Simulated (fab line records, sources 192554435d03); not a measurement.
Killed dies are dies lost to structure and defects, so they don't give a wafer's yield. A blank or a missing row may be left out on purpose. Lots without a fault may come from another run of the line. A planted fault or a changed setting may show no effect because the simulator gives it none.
One fault seen from 2 desks | flow n5_finfet | each desk has only its own numbers; what lay behind them comes last

THE TOOL OWNER'S DESK: litho_track-05
The tool's own readings at N5_BEOL_M1_COAT_76 (time 60 s, resist thk 5 nm): means of the sampled wafers that have a number, for each lot that ran on this tool. A lot is out of limits, marked OUT, if its mean lies more than 4 standard deviations from the usual mean; the brackets give that distance.
Columns: A = heater_power_total_W at N5_BEOL_M1_COAT_76, usual 391.8 W; B = plate_temp_C at N5_BEOL_M1_COAT_76, usual 204.99 C
lot  | first seen here | A               | B
L326 | day 7 12:16     | 391.1           | 205.03
L329 | day 8 07:22     | 390.6           | 204.86
L332 | day 9 01:25     | 409.5 (+14) OUT | 212.23 (+48) OUT
L334 | day 10 00:38    | 409.8 (+14) OUT | 212.12 (+48) OUT
L335 | day 10 01:50    | 409.4 (+14) OUT | 212.06 (+47) OUT
This desk's finding: out of limits on L332, L334, L335; first on L332, day 9 01:25 (heater_power_total_W at N5_BEOL_M1_COAT_76). In limits: L326, L329.

THE METROLOGY DESK
What the gauges read, lot by lot, whatever tool the lot ran on: means of the sampled wafers that have a number. A lot is out of limits, marked OUT, if its mean lies more than 4 standard deviations from the usual mean; the brackets give that distance. Of its 12 readings 7 are shown: those that lie furthest out on some lot.
Columns: A = DIBL_N at N5_BEOL_M4_RC_MEAS_101, usual 36.3 mV/V; B = IOFF_N at N5_BEOL_M4_RC_MEAS_101, usual 0.157 nA/um; C = IOFF_P at N5_BEOL_M4_RC_MEAS_101, usual 0.206 nA/um; D = ION_N at N5_BEOL_M4_RC_MEAS_101, usual 673 uA/um; E = ION_P at N5_BEOL_M4_RC_MEAS_101, usual 461 uA/um; F = VT_N at N5_BEOL_M4_RC_MEAS_101, usual 249.9 mV; G = VT_P at N5_BEOL_M4_RC_MEAS_101, usual -250.6 mV
lot  | first seen here | A    | B     | C     | D   | E   | F     | G
L326 | day 7 12:14     | 38.4 | 0.178 | 0.222 | 680 | 467 | 249.3 | -249.2
L328 | day 8 00:19     | 36.3 | 0.151 | 0.182 | 675 | 460 | 250.0 | -252.2
L329 | day 8 07:19     | 36.0 | 0.158 | 0.190 | 670 | 455 | 250.0 | -251.9
L332 | day 9 01:22     | 37.2 | 0.165 | 0.212 | 675 | 459 | 250.7 | -252.1
L333 | day 9 14:19     | 35.5 | 0.157 | 0.206 | 671 | 459 | 250.8 | -250.3
L334 | day 10 00:36    | 36.5 | 0.186 | 0.254 | 685 | 472 | 246.0 | -245.8
L335 | day 10 01:48    | 36.3 | 0.145 | 0.220 | 666 | 463 | 251.2 | -247.2
L340 | day 11 03:53    | 35.2 | 0.150 | 0.212 | 676 | 468 | 249.6 | -247.9
L341 | day 11 12:32    | 36.0 | 0.143 | 0.208 | 675 | 468 | 250.0 | -247.3
L342 | day 11 16:19    | 35.6 | 0.144 | 0.188 | 667 | 458 | 251.8 | -252.5
This desk's finding: nothing out of limits on any of the 10 lots.

PUT TOGETHER
The tool owner's desk could have raised an alarm at day 9 01:25, on L332, L334, L335.
The metrology desk saw nothing out of limits.
The metrology desk has L332, L334, L335 on record, within its limits.
Of the lots named, all ran N5_BEOL_M1_COAT_76 on litho_track-05.

WHAT THE SIMULATOR HAD PUT IN
Process parameter drift: litho_track-05, from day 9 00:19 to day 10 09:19, at N5_BEOL_M1_COAT_76. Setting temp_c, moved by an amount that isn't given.
Lots struck among those shown: L332, L334, L335.
Hours from the fault's start to each desk's first reading out of limits: the tool owner's desk, 1.
